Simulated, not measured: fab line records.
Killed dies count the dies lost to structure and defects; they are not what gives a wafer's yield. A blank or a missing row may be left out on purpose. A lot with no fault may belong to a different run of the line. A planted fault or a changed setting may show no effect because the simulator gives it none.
Code-filled problem report in 8D (eight disciplines) form + flow n5Finfet + the parts of the form that need people (team, actions taken, sign-off) are left out

## 1. WHAT IS WRONG
Wafers without a fault read 142.8 s, standard deviation 0.55; runLengthS at N5_BEOL_M0_CVD_115 reads a mean of 70.9 s on 4 wafers belonging to 3 lots. So: -99 or more standard deviations from the usual mean.
The step: deposits Co from CCTBA/H2, time 120 s.
Earliest sighting: wafer L638.6 on cvdCo-02 at day 9 07:08. Wafers with a number at this step in the record: 43, from 15 lots. By rule, "out" or "out of limits" means more than 4 standard deviations away from the usual mean. Any other wafer with a number is counted as sound.

## 2. WHAT IT IS; WHAT IT IS NOT
| question                    | is                             | is not                                                                    |
|-----------------------------|--------------------------------|---------------------------------------------------------------------------|
| which readings at this step | runLengthS                     | -                                                                         |
| which lots                  | L638, L639, L641               | L626, L627, L628, L629, L630, L631, L632, L633, L634, L636, L637, L648    |
| which wafers of those lots  | L638.6, L639.4, L641.4, L641.6 | L638.2, L638.5, L639.1, L639.5                                            |
| read on which tools         | cvdCo-02                       | cvdCo-01                                                                  |
| when                        | from day 9 07:08               | up to then (34 sound wafers); but 5 sound wafers of L639, L648 came after |

## 3. THE SUSPECTS, EACH WITH WHAT RULES IT OUT
Counting: any tool at a process step up to the reading remains a suspect provided it ran every lot that is out. Sound lots after the first of them don't rule it out here, since some wafers of a struck lot are sound.
- cvdCo-02 at N5_BEOL_M0_CVD_115 (deposits Co from CCTBA/H2, time 120 s): kept. It ran every lot that is out, first L638 (day 9 07:08); its last sound lot up to then is L636 (day 8 21:03). Its own readings are out on those wafers: runLengthS.
Left after counting: cvdCo-02 at N5_BEOL_M0_CVD_115.

## 4. THE CAUSE (what the simulator had put in)
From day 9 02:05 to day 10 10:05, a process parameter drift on cvdCo-02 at N5_BEOL_M0_CVD_115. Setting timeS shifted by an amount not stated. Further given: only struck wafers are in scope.
After counting, this tool was the only one left.

## 5. THE CHAIN OF EFFECTS, in route order
Rows list readings where the struck wafers' mean (over those with a number) sits beyond 3 standard deviations from the usual. Only readings whose record carries a usual standard deviation are examined. hours: median over the lots of the time between each lot's start at the first step of this table that gives one and its start at this step. sigmas: the change, counted in usual standard deviations.
| hours | step               | reading    | usual   | on struck wafers | change | sigmas      |
|-------|--------------------|------------|---------|------------------|--------|-------------|
| 0     | N5_BEOL_M0_CVD_115 | runLengthS | 142.8 s | 70.9             | -71.9  | -99 or more |
Here are the process steps it includes:
- N5_BEOL_M0_CVD_115: deposits Co from CCTBA/H2, time 120 s.
Later steps that measure or inspect, where all struck wafers having a row at the step show a number for every such reading and not one has moved that far: N5_BEOL_M4_RC_MEAS_101.

## 6. HOW IT WOULD HAVE BEEN CAUGHT EARLIER
The fault began at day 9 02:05; the first out-of-limits reading in this record came at day 9 07:08, 5 hours later.
